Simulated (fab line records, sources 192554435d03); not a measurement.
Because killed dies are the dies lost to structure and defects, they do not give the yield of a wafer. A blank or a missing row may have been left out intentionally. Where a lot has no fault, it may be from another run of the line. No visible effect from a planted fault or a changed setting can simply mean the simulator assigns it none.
fab line records	flow n5_finfet
[record] lots = 24	wafers = 72	last_day = 18
route steps=1938 shown BEOL_M4@1072 BEOL_M5@1129
lots that met no fault: from a run of the same line without faults
start_h: hours from the record's opening day to when the first of the lot's shown wafers began	wait_h: hours elapsed since this lot's preceding step	" the same as in the row above	L1.1+2: one row covering several wafers at once	- value missing, or start not given	* or withheld: withheld	< > ~ a bound
route shown NAME@n: a module of which the file shows steps, and the number in the route of the first	usual: mean/standard deviation taken from wafers without a fault	same: alike in all rows	chamber/n: place in a boat	sites: each site's reading	_std_site: standard deviation of those values	_edge_site: the outer-site mean with the inner-site mean subtracted	radius_mm: for every site, how far away it sits from the centre of the wafer	mask NAME#n: copy n	behind: tool/chamber where the wafer was last shaped	hold: what put the lot on hold/how long, in hours/how the hold closed	device: the transistor (n, p or np) that didn't switch	end of line: tests run on the same wafers once the route is complete	step lacking rows: just its recipe	killed: dies that structure and defects cost at the first sort, which is not the same as the wafer's yield	map: a wafer's dies, x killed, . not, _ none there
set.NAME: setting as actually run; set.NAME@STEP: the setting as run at that earlier step	model.NAME: the simulator's own value behind a step, which no gauge read
a sample of lots followed through the steps of the route, with each step as a table and each wafer as a row
services: a tool's chamber out of use, with start hour (start_h, from the record's first day; less than 0 if before it), hours out, and reason
[[steps]]
[step N5_BEOL_M4_STRIP_97]
[recipe] chemistry = N2/H2	time_s = 10	power_w = 450	temp_c = 40	pressure_mtorr = 20	rf_frequency_hz = 6e+07	bias_power_w = 7	n2_flow_sccm = 200	h2_flow_sccm = 200
[usual] drypump_motor_current_A = 5.9/0.39	oes_product_au = 0.79/0.1	rf_vpp_V = 59.0/0.88	showerhead_plenum_p_Torr = 2.51/0.084	throttle_valve_pct = 23.55/0.23
lot.wafer	tool	chamber	start_h	wait_h	drypump_motor_current_A	oes_product_au	rf_hours_counter_h	rf_vpp_V	showerhead_plenum_p_Torr	throttle_valve_pct
L074.2	rie_diel-03	0	-	-	6.3	0.66	234	58.4	2.50	23.63
L074.3	"	1	"	"	6.4	0.77	116	59.3	2.54	23.46
L074.6	"	1	"	"	6.4	0.77	-	58.6	2.54	23.47
L075.1	rie_diel-05	2	-	-	5.5	0.94	14	58.5	2.48	23.18
L075.3	"	0	"	"	5.8	0.71	218	60.7	2.61	23.53
L075.5	"	0	"	"	5.8	0.70	-	60.3	2.61	23.54
L076.2	rie_diel-02	2	-	-	5.8	0.68	246	58.1	2.48	23.94
L076.3	"	3	"	"	6.0	0.84	46	58.7	2.46	23.52
L076.5	"	0	"	"	6.4	0.75	-	57.4	2.34	23.61
L077.3	rie_diel-02	3	-	-	6.0	0.84	48	59.1	2.46	23.53
L077.5	"	0	"	"	6.3	0.75	-	57.4	2.34	23.61
L077.6	"	3	"	"	6.0	0.84	-	58.4	2.46	23.53
L078.2	rie_diel-03	0	-	-	6.3	0.66	242	60.0	2.50	23.65
L078.4	"	1	"	"	6.3	0.77	124	59.5	2.54	23.50
L078.6	"	3	"	"	5.9	0.73	-	60.1	2.54	23.42
L080.1	rie_diel-02	1	-	-	5.4	0.73	189	60.2	2.64	23.69
L080.3	"	0	"	"	6.3	0.74	152	58.1	2.33	23.62
L080.5	"	0	"	"	6.4	0.75	-	60.5	2.33	23.62
L081.1	rie_diel-03	0	-	-	6.3	0.66	248	59.8	2.50	23.65
L081.3	"	1	"	"	6.3	0.78	130	58.7	2.53	23.48
L081.6	"	0	"	"	6.3	0.66	-	58.3	2.50	23.65
L079.2	rie_diel-05	0	-	-	5.7	0.68	232	59.5	2.60	23.56
L079.3	"	1	"	"	5.1	0.69	226	58.5	2.61	23.67
L079.6	"	2	"	"	5.5	0.91	-	58.5	2.48	23.19
L083.3	rie_diel-03	1	-	-	6.3	0.76	132	59.5	2.53	23.50
L083.4	"	1	"	"	6.3	0.77	-	58.1	2.53	23.48
L083.5	"	3	"	"	5.9	0.72	-	59.1	2.53	23.44
L082.2	rie_diel-03	1	-	-	6.4	0.75	135	60.2	2.53	23.51
L082.3	"	2	"	"	5.5	1.01	1	57.9	2.48	23.27
L082.5	"	3	"	"	5.9	0.72	-	60.0	2.53	23.42
L084.1	rie_diel-02	2	-	-	5.8	0.94	10	59.3	2.48	23.55
L084.2	"	0	"	"	6.3	0.72	166	57.7	2.33	23.63
L084.4	"	3	"	"	5.9	0.83	67	60.7	2.45	23.55
L085.2	rie_diel-03	3	-	-	5.9	0.70	217	58.6	2.53	23.44
L085.3	"	1	"	"	6.4	0.75	140	58.8	2.53	23.50
L085.5	"	3	"	"	6.0	0.70	-	57.5	2.53	23.43
L086.1	rie_diel-05	2	-	-	5.5	0.88	37	59.2	2.47	23.22
L086.4	"	1	"	"	5.1	0.68	237	58.7	2.61	23.67
L086.6	"	3	"	"	6.5	0.69	-	59.9	2.63	24.10
L087.1	rie_diel-03	1	-	-	6.3	0.75	146	60.4	2.53	23.52
L087.4	"	0	"	"	6.3	1.00	1	58.9	2.49	23.32
L087.5	"	3	"	"	5.9	0.70	-	59.0	2.53	23.45
L088.2	rie_diel-02	1	-	-	5.4	0.70	212	59.9	2.63	23.72
L088.5	"	3	"	"	6.0	0.82	-	59.0	2.45	23.54
L088.6	"	0	"	"	6.4	0.72	-	59.7	2.32	23.65
L089.4	rie_diel-03	1	-	-	6.3	0.75	148	58.6	2.53	23.52
L089.5	"	0	"	"	6.3	0.99	-	57.8	2.49	23.32
L089.6	"	3	"	"	5.9	0.70	-	60.2	2.52	23.44
L090.1	rie_diel-02	0	-	-	6.3	0.72	177	58.4	2.32	23.67
L090.2	"	3	"	"	6.0	0.80	78	59.7	2.45	23.56
L090.6	"	3	"	"	6.0	0.81	-	59.4	2.45	23.56
L091.1	rie_diel-02	1	-	-	5.4	0.71	215	58.7	2.63	23.72
L091.3	"	2	"	"	5.8	0.91	22	58.5	2.47	23.59
L091.5	"	3	"	"	5.9	0.80	-	58.9	2.45	23.58
L092.1	rie_diel-05	3	-	-	6.5	0.68	240	58.2	2.62	24.12
L092.2	"	2	"	"	5.5	0.87	54	58.5	2.46	23.24
L092.6	"	3	"	"	6.5	0.68	-	60.1	2.62	24.13
L093.1	rie_diel-05	3	-	-	6.5	0.67	243	58.6	2.62	24.12
L093.4	"	2	"	"	5.5	0.85	-	58.3	2.46	23.22
L093.5	"	3	"	"	6.5	0.67	-	58.8	2.62	24.11
L094.1	rie_diel-05	2	-	-	5.5	0.87	58	59.4	2.46	23.23
L094.5	"	2	"	"	5.5	0.86	-	58.9	2.46	23.24
L094.6	"	0	"	"	5.8	0.98	-	59.1	2.59	23.12
L095.1	rie_diel-02	1	-	-	5.4	0.69	227	58.7	2.63	23.73
L095.2	"	0	"	"	6.4	0.71	187	58.0	2.32	23.66
L095.4	"	2	"	"	5.8	0.88	34	59.7	2.47	23.59
L096.2	rie_diel-02	3	-	-	6.0	0.79	93	57.8	2.44	23.58
L096.3	"	0	"	"	6.3	0.71	190	58.4	2.32	23.66
L096.5	"	2	"	"	5.8	0.86	-	59.3	2.47	23.59
L097.1	rie_diel-05	1	-	-	5.1	0.96	9	60.0	2.59	23.48
L097.3	"	2	"	"	5.5	0.84	70	58.2	2.46	23.26
L097.5	"	2	"	"	5.5	0.84	-	57.9	2.46	23.25
[step N5_BEOL_M4_DEGAS_44]
[recipe] ambient = vacuum	temp_c = 250	time_s = 60
[usual] heater_power_w = 332/41
lot.wafer	tool	chamber	start_h	wait_h	heater_power_w
L074.2	pvd_sputter-02	-	168.21	0.2	264
L074.3	"	-	"	"	369
L074.6	"	-	"	"	368
L075.1	pvd_sputter-02	-	168.41	0.2	262
L075.3	"	-	"	"	309
L075.5	"	-	"	"	310
L076.2	pvd_sputter-02	-	177.34	0.7	265
L076.3	"	-	"	"	310
L076.5	"	-	"	"	320
L077.3	pvd_sputter-02	-	184.30	0.8	350
L077.5	"	-	"	"	305
L077.6	"	-	"	"	261
L078.2	pvd_sputter-03	-	190.18	0.5	337
L078.4	"	-	"	"	343
L078.6	"	-	"	"	345
L080.1	pvd_sputter-02	-	196.72	0.5	272
L080.3	"	-	"	"	317
L080.5	"	-	"	"	319
L081.1	pvd_sputter-01	-	208.16	0.6	354
L081.3	"	-	"	"	383
L081.6	"	-	"	"	277
L079.2	pvd_sputter-01	-	208.24	0.7	382
L079.3	"	-	"	"	272
L079.6	"	-	"	"	380
L083.3	pvd_sputter-01	-	212.96	0.8	284
L083.4	"	-	"	"	368
L083.5	"	-	"	"	274
L082.2	pvd_sputter-02	-	225.25	0.5	311
L082.3	"	-	"	"	371
L082.5	"	-	"	"	322
L084.1	pvd_sputter-01	-	231.39	0.3	387
L084.2	"	-	"	"	376
L084.4	"	-	"	"	357
L085.2	pvd_sputter-03	-	234.30	0.2	353
L085.3	"	-	"	"	343
L085.5	"	-	"	"	346
L086.1	pvd_sputter-01	-	237.64	0.0	382
L086.4	"	-	"	"	358
L086.6	"	-	"	"	287
L087.1	pvd_sputter-01	-	248.55	0.5	390
L087.4	"	-	"	"	381
L087.5	"	-	"	"	274
L088.2	pvd_sputter-03	-	253.62	0.3	333
L088.5	"	-	"	"	344
L088.6	"	-	"	"	357
L089.4	pvd_sputter-02	-	253.86	0.3	314
L089.5	"	-	"	"	366
L089.6	"	-	"	"	304
L090.1	pvd_sputter-02	-	262.78	0.1	261
L090.2	"	-	"	"	362
L090.6	"	-	"	"	321
L091.1	pvd_sputter-02	-	266.32	0.4	311
L091.3	"	-	"	"	367
L091.5	"	-	"	"	257
L092.1	pvd_sputter-01	-	280.17	0.4	387
L092.2	"	-	"	"	357
L092.6	"	-	"	"	358
L093.1	pvd_sputter-02	-	287.23	0.5	361
L093.4	"	-	"	"	316
L093.5	"	-	"	"	260
L094.1	pvd_sputter-01	-	287.67	0.0	280
L094.5	"	-	"	"	375
L094.6	"	-	"	"	275
L095.1	pvd_sputter-02	-	297.56	0.4	303
L095.2	"	-	"	"	359
L095.4	"	-	"	"	325
L096.2	pvd_sputter-01	-	303.68	0.3	351
L096.3	"	-	"	"	384
L096.5	"	-	"	"	348
L097.1	pvd_sputter-03	-	317.37	1.0	361
L097.3	"	-	"	"	358
L097.5	"	-	"	"	335
[step N5_BEOL_M4_SPUTTER_92]
[recipe] material = Cu	target_thk_a = 45	temp_c = -20	chamber_pressure_pa = 0.07	power_w = withheld	time_s = 8.29
[usual] chuck_sensor_temp_C = -16.0/0.53	throttle_valve_pct = 30.0/1.2
lot.wafer	tool	chamber	start_h	wait_h	chuck_sensor_temp_C	throttle_valve_pct
L074.2	pvd_sputter-01	-	170.17	0.1	-16.6	27.9
L074.3	"	-	"	"	-15.6	31.1
L074.6	"	-	"	"	-15.4	31.4
L075.1	pvd_sputter-03	-	170.82	0.1	-15.6	28.0
L075.3	"	-	"	"	-15.6	29.5
L075.5	"	-	"	"	-15.2	30.5
L076.2	pvd_sputter-02	-	179.28	0.1	-16.2	31.2
L076.3	"	-	"	"	-16.0	29.8
L076.5	"	-	"	"	-16.7	28.3
L077.3	pvd_sputter-03	-	187.06	0.1	-15.1	30.6
L077.5	"	-	"	"	-16.0	30.8
L077.6	"	-	"	"	-15.8	29.0
L078.2	pvd_sputter-02	-	192.28	0.1	-16.5	28.3
L078.4	"	-	"	"	-15.9	31.1
L078.6	"	-	"	"	-16.0	31.1
L080.1	pvd_sputter-03	-	201.22	0.1	-15.7	29.3
L080.3	"	-	"	"	-15.8	28.3
L080.5	"	-	"	"	-15.7	29.2
L081.1	pvd_sputter-03	-	210.28	0.1	-15.8	29.1
L081.3	"	-	"	"	-15.1	30.8
L081.6	"	-	"	"	-15.3	30.7
L079.2	pvd_sputter-01	-	210.44	0.1	-16.0	30.0
L079.3	"	-	"	"	-16.1	27.9
L079.6	"	-	"	"	-17.2	30.4
L083.3	pvd_sputter-01	-	215.06	0.1	-15.6	31.5
L083.4	"	-	"	"	-16.4	27.9
L083.5	"	-	"	"	-17.1	30.4
L082.2	pvd_sputter-01	-	227.17	0.1	-15.5	31.3
L082.3	"	-	"	"	-17.0	30.4
L082.5	"	-	"	"	-15.9	29.8
L084.1	pvd_sputter-02	-	233.47	0.1	-16.2	31.3
L084.2	"	-	"	"	-16.2	30.9
L084.4	"	-	"	"	-16.1	29.8
L085.2	pvd_sputter-02	-	236.16	0.1	-16.1	29.7
L085.3	"	-	"	"	-16.6	28.7
L085.5	"	-	"	"	-16.7	28.4
L086.1	pvd_sputter-01	-	239.54	0.1	-15.4	31.3
L086.4	"	-	"	"	-16.1	29.9
L086.6	"	-	"	"	-15.3	31.2
L087.1	pvd_sputter-01	-	250.47	0.1	-17.2	30.4
L087.4	"	-	"	"	-16.3	27.9
L087.5	"	-	"	"	-15.3	31.5
L088.2	pvd_sputter-01	-	255.67	0.1	-16.0	29.7
L088.5	"	-	"	"	-17.0	30.6
L088.6	"	-	"	"	-16.0	30.0
L089.4	pvd_sputter-01	-	257.61	0.1	-15.3	31.1
L089.5	"	-	"	"	-16.4	27.9
L089.6	"	-	"	"	-17.2	30.4
L090.1	pvd_sputter-03	-	264.99	0.1	-15.9	30.9
L090.2	"	-	"	"	-15.2	30.8
L090.6	"	-	"	"	-15.2	30.8
L091.1	pvd_sputter-03	-	268.32	0.1	-15.3	30.7
L091.3	"	-	"	"	-16.0	30.8
L091.5	"	-	"	"	-15.8	31.0
L092.1	pvd_sputter-02	-	283.12	0.1	-16.4	28.6
L092.2	"	-	"	"	-16.3	31.0
L092.6	"	-	"	"	-16.7	28.4
L093.1	pvd_sputter-01	-	289.13	0.1	-17.1	30.7
L093.4	"	-	"	"	-15.3	31.5
L093.5	"	-	"	"	-15.9	29.8
L094.1	pvd_sputter-01	-	290.97	0.1	-16.2	30.0
L094.5	"	-	"	"	-15.4	31.1
L094.6	"	-	"	"	-16.3	27.7
L095.1	pvd_sputter-03	-	301.72	0.1	-15.6	28.2
L095.2	"	-	"	"	-16.0	30.9
L095.4	"	-	"	"	-15.2	31.1
L096.2	pvd_sputter-02	-	306.84	0.1	-16.8	28.1
L096.3	"	-	"	"	-16.0	31.4
L096.5	"	-	"	"	-16.2	31.0
L097.1	pvd_sputter-02	-	319.54	0.1	-16.0	30.9
L097.3	"	-	"	"	-16.6	28.3
L097.5	"	-	"	"	-16.6	28.4
[step N5_BEOL_M4_SPUTTER_96]
[recipe] material = Cu	target_thk_a = 45	temp_c = -20	chamber_pressure_pa = 0.07	power_w = withheld	time_s = 8.29
[usual] chuck_sensor_temp_C = -16.0/0.56	throttle_valve_pct = 30.0/1.2
lot.wafer	tool	chamber	start_h	wait_h	chuck_sensor_temp_C	throttle_valve_pct
L074.2	pvd_sputter-01	-	170.61	0.1	-16.5	27.9
L074.3	"	-	"	"	-15.5	31.5
L074.6	"	-	"	"	-15.4	31.5
L075.1	pvd_sputter-03	-	171.26	0.1	-15.7	28.1
L075.3	"	-	"	"	-15.6	29.1
L075.5	"	-	"	"	-15.2	30.6
L076.2	pvd_sputter-02	-	179.72	0.1	-16.3	31.2
L076.3	"	-	"	"	-16.0	29.7
L076.5	"	-	"	"	-16.7	28.4
L077.3	pvd_sputter-03	-	187.50	0.1	-15.1	30.9
L077.5	"	-	"	"	-16.0	30.8
L077.6	"	-	"	"	-15.5	29.2
L078.2	pvd_sputter-02	-	192.72	0.1	-16.5	28.4
L078.4	"	-	"	"	-16.2	31.3
L078.6	"	-	"	"	-16.1	31.1
L080.1	pvd_sputter-03	-	201.66	0.1	-16.0	29.2
L080.3	"	-	"	"	-15.6	28.0
L080.5	"	-	"	"	-15.7	29.0
L081.1	pvd_sputter-03	-	210.72	0.1	-15.7	29.1
L081.3	"	-	"	"	-15.3	30.9
L081.6	"	-	"	"	-15.1	30.8
L079.2	pvd_sputter-01	-	210.88	0.1	-15.8	30.1
L079.3	"	-	"	"	-16.3	28.2
L079.6	"	-	"	"	-17.0	30.2
L083.3	pvd_sputter-01	-	215.50	0.1	-15.3	31.3
L083.4	"	-	"	"	-16.3	27.9
L083.5	"	-	"	"	-17.3	30.4
L082.2	pvd_sputter-01	-	227.61	0.1	-15.4	31.7
L082.3	"	-	"	"	-17.2	30.4
L082.5	"	-	"	"	-16.4	30.1
L084.1	pvd_sputter-02	-	233.91	0.1	-16.0	31.2
L084.2	"	-	"	"	-16.4	31.1
L084.4	"	-	"	"	-15.8	29.7
L085.2	pvd_sputter-02	-	236.60	0.1	-16.1	29.7
L085.3	"	-	"	"	-16.8	28.1
L085.5	"	-	"	"	-16.7	28.4
L086.1	pvd_sputter-01	-	239.98	0.1	-15.2	31.5
L086.4	"	-	"	"	-16.1	29.8
L086.6	"	-	"	"	-15.4	31.5
L087.1	pvd_sputter-01	-	250.91	0.1	-17.1	30.3
L087.4	"	-	"	"	-16.4	27.6
L087.5	"	-	"	"	-15.5	31.4
L088.2	pvd_sputter-01	-	256.11	0.1	-15.9	29.9
L088.5	"	-	"	"	-17.2	30.4
L088.6	"	-	"	"	-16.0	29.7
L089.4	pvd_sputter-01	-	258.05	0.1	-15.3	31.1
L089.5	"	-	"	"	-16.4	28.0
L089.6	"	-	"	"	-17.2	30.4
L090.1	pvd_sputter-03	-	265.43	0.1	-15.9	30.8
L090.2	"	-	"	"	-15.2	30.9
L090.6	"	-	"	"	-15.3	30.7
L091.1	pvd_sputter-03	-	268.76	0.1	-15.1	30.8
L091.3	"	-	"	"	-15.9	30.9
L091.5	"	-	"	"	-15.9	30.7
L092.1	pvd_sputter-02	-	283.56	0.1	-16.6	28.4
L092.2	"	-	"	"	-16.3	30.8
L092.6	"	-	"	"	-16.6	28.2
L093.1	pvd_sputter-01	-	289.57	0.1	-17.1	30.3
L093.4	"	-	"	"	-15.4	31.3
L093.5	"	-	"	"	-16.0	29.9
L094.1	pvd_sputter-01	-	291.41	0.1	-16.0	29.8
L094.5	"	-	"	"	-15.5	31.5
L094.6	"	-	"	"	-16.5	27.9
L095.1	pvd_sputter-03	-	302.16	0.1	-15.5	28.1
L095.2	"	-	"	"	-15.8	31.1
L095.4	"	-	"	"	-15.2	30.9
L096.2	pvd_sputter-02	-	307.28	0.1	-16.6	28.3
L096.3	"	-	"	"	-16.2	30.9
L096.5	"	-	"	"	-16.2	30.9
L097.1	pvd_sputter-02	-	319.98	0.1	-16.1	31.0
L097.3	"	-	"	"	-16.7	28.6
L097.5	"	-	"	"	-16.7	28.6
[step N5_BEOL_M5_DESCUM_16]
[recipe] chemistry = O2	time_s = 7	source_power_w = 50	bias_power_w = 20	pressure_mtorr = 20	rf_frequency_hz = 2.712e+07	temp_c = 40	resist = CAR-EUV	o2_flow_sccm = 225
[usual] drypump_motor_current_A = 5.7/0.43	oes_product_au = 0.77/0.083	rf_vpp_V = 243.5/1.5	showerhead_plenum_p_Torr = 2.11/0.077	throttle_valve_pct = 20.51/0.25
lot.wafer	tool	chamber	start_h	wait_h	drypump_motor_current_A	oes_product_au	rf_hours_counter_h	rf_vpp_V	showerhead_plenum_p_Torr	throttle_valve_pct
L074.2	rie_diel-04	3	174.92	0.0	6.1	0.70	227	243.2	2.14	20.42
L074.3	"	0	"	"	5.3	0.76	170	244.7	2.18	20.56
L074.6	"	0	"	"	5.3	0.76	-	246.2	2.18	20.57
L075.1	rie_diel-04	2	176.54	0.0	5.8	0.85	57	243.2	2.14	20.38
L075.3	"	0	"	"	5.3	0.76	170	243.6	2.18	20.59
L075.5	"	0	"	"	5.3	0.76	-	243.0	2.18	20.57
L076.2	rie_diel-01	0	185.75	0.0	6.2	0.71	194	241.6	1.99	20.78
L076.3	"	2	"	"	5.1	0.76	140	244.1	2.17	20.45
L076.5	"	2	"	"	5.1	0.77	-	244.2	2.17	20.44
L077.3	rie_diel-04	2	191.42	0.0	5.9	0.83	61	243.6	2.14	20.38
L077.5	"	0	"	"	5.3	0.75	-	244.6	2.18	20.59
L077.6	"	3	"	"	6.0	0.69	-	244.6	2.14	20.43
L078.2	rie_diel-06	0	199.72	0.0	5.6	0.73	198	243.5	2.16	20.66
L078.4	"	1	"	"	5.5	0.78	133	239.5	1.91	20.14
L078.6	"	3	"	"	6.1	0.71	-	242.3	2.08	20.73
L080.1	rie_diel-06	1	205.92	0.0	5.5	0.78	135	241.9	1.91	20.16
L080.3	"	0	"	"	5.6	0.73	200	246.7	2.16	20.65
L080.5	"	0	"	"	5.6	0.73	-	244.8	2.16	20.64
L081.1	rie_diel-01	1	216.64	0.0	6.4	0.76	171	243.7	2.10	20.68
L081.3	"	3	"	"	5.9	0.68	238	242.1	2.07	20.42
L081.6	"	0	"	"	6.2	0.71	-	241.7	1.98	20.80
L079.2	rie_diel-04	0	216.91	0.0	5.3	0.75	182	242.4	2.18	20.58
L079.3	"	1	"	"	5.4	0.68	235	245.3	2.14	20.83
L079.6	"	0	"	"	5.3	0.74	-	246.0	2.18	20.61
L083.3	rie_diel-06	3	221.68	0.0	6.2	0.70	244	243.1	2.08	20.73
L083.4	"	0	"	"	5.6	0.72	205	245.3	2.16	20.67
L083.5	"	1	"	"	5.5	0.76	-	241.3	1.91	20.14
L082.2	rie_diel-04	0	234.82	0.0	5.3	0.75	188	244.6	2.18	20.59
L082.3	"	2	"	"	5.9	0.83	72	242.4	2.14	20.41
L082.5	"	3	"	"	6.0	0.69	-	244.0	2.14	20.45
L084.1	rie_diel-06	2	240.98	0.0	4.8	0.89	30	245.7	2.21	20.20
L084.2	"	0	"	"	5.6	0.72	210	245.1	2.16	20.66
L084.4	"	1	"	"	5.5	0.76	145	240.6	1.91	20.15
L085.2	rie_diel-04	0	244.69	0.0	5.3	0.74	191	246.2	2.18	20.59
L085.3	"	3	"	"	6.0	0.68	248	243.7	2.13	20.44
L085.5	"	1	"	"	5.4	0.69	-	243.3	2.14	20.85
L086.1	rie_diel-04	0	247.84	0.2	5.3	0.73	193	245.1	2.17	20.62
L086.4	"	2	"	"	5.9	0.82	76	244.7	2.14	20.42
L086.6	"	1	"	"	5.5	0.68	-	243.2	2.14	20.84
L087.1	rie_diel-06	0	254.70	0.1	5.6	0.72	214	243.1	2.16	20.67
L087.4	"	1	"	"	5.5	0.76	-	239.9	1.91	20.17
L087.5	"	0	"	"	5.6	0.71	-	243.2	2.16	20.67
L088.2	rie_diel-01	1	259.78	0.0	6.4	0.74	185	241.9	2.09	20.71
L088.5	"	0	"	"	6.2	0.69	-	240.1	1.98	20.80
L088.6	"	1	"	"	6.4	0.75	-	243.2	2.09	20.71
L089.4	rie_diel-01	1	263.29	0.1	6.4	0.74	-	241.8	2.09	20.70
L089.5	"	0	"	"	6.2	0.69	-	241.1	1.98	20.79
L089.6	"	2	"	"	5.1	0.76	-	245.1	2.17	20.46
L090.1	rie_diel-04	0	270.20	0.0	5.3	0.73	202	244.2	2.17	20.63
L090.2	"	2	"	"	5.9	0.81	81	243.3	2.13	20.41
L090.6	"	0	"	"	5.3	0.73	-	243.3	2.17	20.64
L091.1	rie_diel-01	0	275.18	0.9	6.2	0.70	223	241.3	1.98	20.83
L091.3	"	1	"	"	6.3	0.74	192	242.5	2.09	20.72
L091.5	"	1	"	"	6.4	0.73	-	241.5	2.09	20.70
L092.1	rie_diel-04	0	287.37	0.1	5.3	0.72	210	242.9	2.17	20.62
L092.2	"	2	"	"	5.9	0.81	88	242.8	2.13	20.42
L092.6	"	3	"	"	6.0	0.94	-	245.6	2.13	19.96
L093.1	rie_diel-01	2	294.76	0.3	5.1	0.75	171	244.9	2.16	20.47
L093.4	"	0	"	"	6.2	0.68	231	240.6	1.97	20.82
L093.5	"	0	"	"	6.2	0.68	-	241.9	1.97	20.84
L094.1	rie_diel-04	3	295.20	0.4	6.1	0.91	9	242.7	2.13	19.96
L094.5	"	0	"	"	5.3	0.73	-	243.1	2.17	20.64
L094.6	"	2	"	"	5.9	0.80	-	244.6	2.13	20.44
L095.1	rie_diel-04	0	307.26	0.5	5.3	0.72	217	243.2	2.17	20.64
L095.2	"	2	"	"	5.9	0.80	95	242.6	2.13	20.43
L095.4	"	1	"	"	5.4	1.01	2	243.1	2.14	20.59
L096.2	rie_diel-04	0	310.94	0.0	5.3	0.72	218	244.5	2.17	20.64
L096.3	"	1	"	"	5.4	0.99	3	242.1	2.14	20.61
L096.5	"	1	"	"	5.4	0.99	-	244.8	2.14	20.60
L097.1	rie_diel-01	1	323.91	0.0	6.4	0.71	208	242.2	2.08	20.73
L097.3	"	2	"	"	5.1	0.72	179	244.2	2.16	20.49
L097.5	"	2	"	"	5.1	0.73	-	244.5	2.16	20.48
[step N5_BEOL_M5_CD_MEAS_18]
[recipe] pitch_nm = 56	target_cd_nm = 28
[usual] cd_nm = 28.0/0.39
lot.wafer	tool	chamber	start_h	wait_h	cd_nm
L074.2	cd_sem-03	-	175.35	0.1	27.9
L074.3	"	-	"	"	27.7
L074.6	"	-	"	"	27.5
L075.1	cd_sem-01	-	176.96	0.0	28.5
L075.3	"	-	"	"	28.0
L075.5	"	-	"	"	28.0
L076.2	cd_sem-02	-	186.18	0.1	27.5
L076.3	"	-	"	"	27.4
L076.5	"	-	"	"	27.5
L077.3	cd_sem-02	-	191.85	0.1	27.9
L077.5	"	-	"	"	27.6
L077.6	"	-	"	"	27.9
L078.2	cd_sem-01	-	200.22	0.1	27.7
L078.4	"	-	"	"	27.7
L078.6	"	-	"	"	27.7
L080.1	cd_sem-01	-	206.35	0.0	28.1
L080.3	"	-	"	"	28.6
L080.5	"	-	"	"	28.0
L081.1	cd_sem-02	-	217.07	0.0	27.3
L081.3	"	-	"	"	27.7
L081.6	"	-	"	"	27.2
L079.2	cd_sem-02	-	217.34	0.1	28.0
L079.3	"	-	"	"	28.4
L079.6	"	-	"	"	28.1
L083.3	cd_sem-01	-	222.12	0.1	27.7
L083.4	"	-	"	"	28.2
L083.5	"	-	"	"	28.3
L082.2	cd_sem-01	-	235.24	0.1	28.3
L082.3	"	-	"	"	28.1
L082.5	"	-	"	"	27.9
L084.1	cd_sem-01	-	241.58	0.0	27.9
L084.2	"	-	"	"	28.1
L084.4	"	-	"	"	28.0
L085.2	cd_sem-02	-	245.12	0.1	28.2
L085.3	"	-	"	"	28.8
L085.5	"	-	"	"	28.5
L086.1	cd_sem-03	-	248.27	0.0	28.3
L086.4	"	-	"	"	28.5
L086.6	"	-	"	"	28.7
L087.1	cd_sem-02	-	255.28	0.0	27.8
L087.4	"	-	"	"	27.4
L087.5	"	-	"	"	27.4
L088.2	cd_sem-02	-	260.22	0.1	28.2
L088.5	"	-	"	"	28.0
L088.6	"	-	"	"	27.8
L089.4	cd_sem-02	-	263.95	0.0	27.5
L089.5	"	-	"	"	27.1
L089.6	"	-	"	"	27.6
L090.1	cd_sem-01	-	270.63	0.0	28.5
L090.2	"	-	"	"	27.9
L090.6	"	-	"	"	28.1
L091.1	cd_sem-01	-	275.63	0.0	27.8
L091.3	"	-	"	"	27.3
L091.5	"	-	"	"	27.6
L092.1	cd_sem-02	-	287.89	0.0	27.7
L092.2	"	-	"	"	27.9
L092.6	"	-	"	"	28.2
L093.1	cd_sem-02	-	295.23	0.0	27.8
L093.4	"	-	"	"	27.6
L093.5	"	-	"	"	27.5
L094.1	cd_sem-03	-	295.72	0.0	27.6
L094.5	"	-	"	"	28.0
L094.6	"	-	"	"	28.7
L095.1	cd_sem-02	-	307.70	0.0	28.1
L095.2	"	-	"	"	28.8
L095.4	"	-	"	"	28.0
L096.2	cd_sem-02	-	311.41	0.1	28.3
L096.3	"	-	"	"	28.6
L096.5	"	-	"	"	28.3
L097.1	cd_sem-02	-	324.33	0.0	28.3
L097.3	"	-	"	"	28.0
L097.5	"	-	"	"	28.6
[[services]]
tool	chamber	start_h	hours	kind
rie_diel-06	-	151.78	0.2	repair
rie_diel-02	2	188.84	-	clean
rie_diel-02	2	188.84	-	consumable_replace:focus_ring
rie_diel-02	2	188.84	16.3	scheduled_down
rie_diel-03	1	217.32	3.5	repair
rie_diel-01	2	244.51	16.5	repair
rie_diel-04	3	251.21	-	clean
rie_diel-04	3	251.21	-	consumable_replace:focus_ring
rie_diel-04	3	251.21	22.0	scheduled_down
rie_diel-04	3	251.21	22.0	vent_cycle
rie_diel-05	3	253.97	1.8	repair
pvd_sputter-03	-	254.06	7.5	repair
rie_diel-02	1	259.41	3.0	repair
rie_diel-02	0	272.35	6.4	repair
rie_diel-03	3	272.91	8.3	repair
rie_diel-04	1	273.24	-	clean
rie_diel-04	1	273.24	-	consumable_replace:focus_ring
rie_diel-04	1	273.24	28.3	scheduled_down
rie_diel-04	1	273.24	28.3	vent_cycle
rie_diel-06	0	287.07	4.0	repair
rie_diel-01	1	288.75	1.8	repair
rie_diel-03	2	308.08	2.5	repair
rie_diel-03	3	308.34	5.9	repair
rie_diel-03	1	314.59	8.3	repair
[[key]]
fault none
